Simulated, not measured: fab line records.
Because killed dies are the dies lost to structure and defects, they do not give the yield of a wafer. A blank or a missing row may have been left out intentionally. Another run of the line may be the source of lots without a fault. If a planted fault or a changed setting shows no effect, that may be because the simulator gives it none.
A lot that was struck, set against a sound lot :: flow n5Finfet :: 41 out of 1938 route steps
Sound: these wafers, L553.4, L553.5, L553.6. Struck: wafer L556.1 (left out: L556.6, a lot-mate that was not struck); the cause follows at the end.
At each step with rows: each side's tool, then ch and its chambers, then its first start. Under that, the readings that differ: sound wafers :: struck wafers :: difference of the means :: sigmas: that difference in standard deviations of wafers without a fault.
alike: readings with means less than 2 such deviations apart, plus words and numbers identical on both sides. not compared: withheld readings, readings lacking a value on some wafer, bounds such as >300 that could conceal the same value, and numbers that have no deviation in the record and whose values overlap.
Wherever a step has rows on one side only, a row that says differs or no value, or a row with sigmas, the two part there. Numbers that don't overlap but have no deviation are shown without sigmas and don't part them. Lack of a reading on every wafer of one side parts them only where that side has two or more wafers.

first, 8 steps without rows for these wafers: N5_SD_EPI_N_SD_RECESS_17 (chemistry HBr/Cl2/O2, target depth 41 nm, time 23.7 s, bt time 3 s); N5_SD_EPI_N_STRIP_38 (strips in N2/H2); N5_SD_EPI_N_WET_ETCH_43 (etches SiO2 in dHF, time 14 s, target depth 1.5 nm); N5_SD_EPI_N_STRIP_18 (strips in SPM, time 750 s); N5_SD_EPI_N_SRD_20 (time 30 s); N5_SD_EPI_N_PRECLEAN_48 (cleans in NF3:NH3, afs cycles 2, time 20 s, sublimation time 60 s); N5_SD_EPI_N_VAPOR_ETCH_50 (etches Si in HCl, time 54 s); N5_SD_EPI_N_EPI_21 (deposits Si:P, time 690 s).
N5_SD_EPI_N_EPI_MEAS_23:
  struck on filmMetro-01, day 4 20:47; sound on filmMetro-01, day 4 11:52
reading: thkNm (nm)
sound: 59.6 60.2 59.2
struck: 55.7
difference: -4.0
sigmas: -3
then, 3 steps without rows for these wafers: N5_SD_EPI_N_PRECLEAN_24 (cleans in O3/DIW, time 60 s); N5_SD_EPI_N_SRD_25 (time 30 s); N5_SD_EPI_N_PRECLEAN_49 (cleans in NF3:NH3, afs cycles 1, time 20 s, sublimation time 60 s).
N5_SD_EPI_N_LINER_46: material SiNx, target thk 3 nm.
  sound on aldSin-01 ch 0,2,3, day 4 12:22; struck on aldSin-02 ch 0, day 4 21:14
reading: heaterPowerW (W)
sound: 965 821 1030
struck: 673
difference: -266
sigmas: -3

reading: model.SiNx_of_SD_EPI_N_LINER_46.thkNm (nm)
sound: 3 3 3
struck: 4.2
difference: +1.2
sigmas: 
N5_SD_EPI_N_INSPECT_26: inspects for defects (darkfield).
  struck on defectInspect-02, day 4 21:29; sound on defectInspect-01, day 4 12:37
  alike: rawDefectCount
then, 8 steps without rows for these wafers: N5_SD_EPI_P_COAT_34 (time 60 s, resist thk 350 nm); N5_SD_EPI_P_COAT_35 (time 60 s, resist thk 35 nm); N5_SD_EPI_P_COAT_03 (resist thk 150 nm); N5_SD_EPI_P_EBR_05; N5_SD_EPI_P_SOFTBAKE_04 (time 60 s); N5_SD_EPI_P_EXPOSE_06 (exposes mask SD P BLK, target cd 240 nm); N5_SD_EPI_P_PEB_07 (peb time 60 s); N5_SD_EPI_P_DEVELOP_08 (develop time 30 s).
N5_SD_EPI_P_CD_MEAS_09 targets a cd of 240 nm.
  sound on cdSem-01 ch 0, day 4 13:02; struck on cdSem-01 ch 0, day 4 21:53
  alike: cdNm
N5_SD_EPI_P_OVL_MEAS_10:
  sound on overlay-01 ch 0, day 4 13:03; struck on overlay-02 ch 0, day 4 21:55
  alike: SD_P_BLK_OVL
N5_SD_EPI_P_INSPECT_11: inspects for defects (macro).
  struck on defectInspect-01, day 4 21:56; sound on defectInspect-01, day 4 13:05
reading: rawDefectCount
sound: 3 3 6
struck: 1
difference: -3
sigmas: -2
N5_SD_EPI_P_DESCUM_14: chemistry O2, time 7.9 s.
  sound on rieDiel-03 ch 1,2,3, day 4 13:07; struck on rieDiel-01 ch 2, day 4 22:11
  alike: drypumpMotorCurrentA, oesProductAu, rfVppV, showerheadPlenumPTorr, throttleValvePct
  not compared: rfHoursCounterH
N5_SD_EPI_P_ETCH_36: etches SiARC in CF4, target depth 45.5 nm, time 75.8 s.
  sound on rieDiel-03 ch 1,2,3, day 4 13:08; struck on rieDiel-01 ch 2, day 4 22:14
  alike: drypumpMotorCurrentA, etchRfOnTimeS, oesProductAu, rfVppV, showerheadPlenumPTorr, throttleValvePct
  not compared: rfHoursCounterH
then, 3 steps without rows for these wafers: N5_SD_EPI_P_ETCH_37 (etches SOC in N2/H2, overetch 108 nm, time 486 s); N5_SD_EPI_P_STRIP_38 (strips in N2/H2); N5_SD_EPI_P_ETCHBACK_46 (etches SiNx in CH3F/O2, stops on SiO2, target depth 17.5 nm).
N5_SD_EPI_P_ETCH_47: etches SiOCN in CH3F/O2, target depth 25 nm.
  sound on rieDiel-03 ch 1,2,3, day 4 13:38; struck on rieDiel-01 ch 2, day 4 22:43
  alike: drypumpMotorCurrentA, oesProductAu, rfVppV, showerheadPlenumPTorr, throttleValvePct
  not compared: rfHoursCounterH
then, 2 steps without rows for these wafers: N5_SD_EPI_P_ETCH_16 (etches SiO2 in CHF3/O2, target depth 5 nm); N5_SD_EPI_P_STRIP_50 (strips in CHF3/O2).
N5_SD_EPI_P_SD_RECESS_17: chemistry HBr/Cl2/O2, target depth 39.1 nm, bt time 3 s.
  sound on rieSi-03 ch 1,2, day 4 13:48; struck on rieSi-01 ch 3, day 4 22:53
  alike: drypumpMotorCurrentA, heBacksideLeakSccm, oesProductAu, throttleValvePct
  not compared: rfHoursCounterH
then, 1 step without rows for these wafers: N5_SD_EPI_P_WET_ETCH_45 (etches SiO2 in dHF, time 10.7 s, target depth 2 nm, rinse time 30 s).
N5_SD_EPI_P_STRIP_40: strips in N2/H2.
  sound on plasmaAsher-02 ch 0,1, day 4 13:58; struck on plasmaAsher-02 ch 0, day 4 23:02
reading: rfHoursCounterH (h)
sound: - - -
struck: 86
difference: no value on the sound wafers
sigmas: 
  alike: drypumpMotorCurrentA, heaterPowerW, oesProductAu
then, 2 steps without rows for these wafers: N5_SD_EPI_P_PRECLEAN_52 (cleans in O3/DIW, time 60 s); N5_SD_EPI_P_SRD_20 (time 30 s).
N5_SD_EPI_P_PRECLEAN_51: cleans in NF3:NH3, afs cycles 1, time 20 s, sublimation time 60 s.
  sound on epiRpcvd-04 ch 0, day 4 14:11; struck on epiRpcvd-04 ch 0, day 4 23:11
reading: model.SiNx_of_SD_EPI_N_LINER_46.thkNm (nm)
sound: 2.6 2.6 2.6
struck: 3.8
difference: +1.2
sigmas: 
then, 1 step without rows for these wafers: N5_SD_EPI_P_VAPOR_ETCH_44 (etches SiGe30 in NF3/Ar, time 3.3 s).
N5_PASSIVATION_PROBE_49:
  sound wafers here have rows in the record (prober-01, day 14 19:53); struck ones have none

WHERE THEY PART
Earliest at N5_SD_EPI_N_EPI_MEAS_23; latest, in this record, at N5_PASSIVATION_PROBE_49.

WHY: what the simulator had put in
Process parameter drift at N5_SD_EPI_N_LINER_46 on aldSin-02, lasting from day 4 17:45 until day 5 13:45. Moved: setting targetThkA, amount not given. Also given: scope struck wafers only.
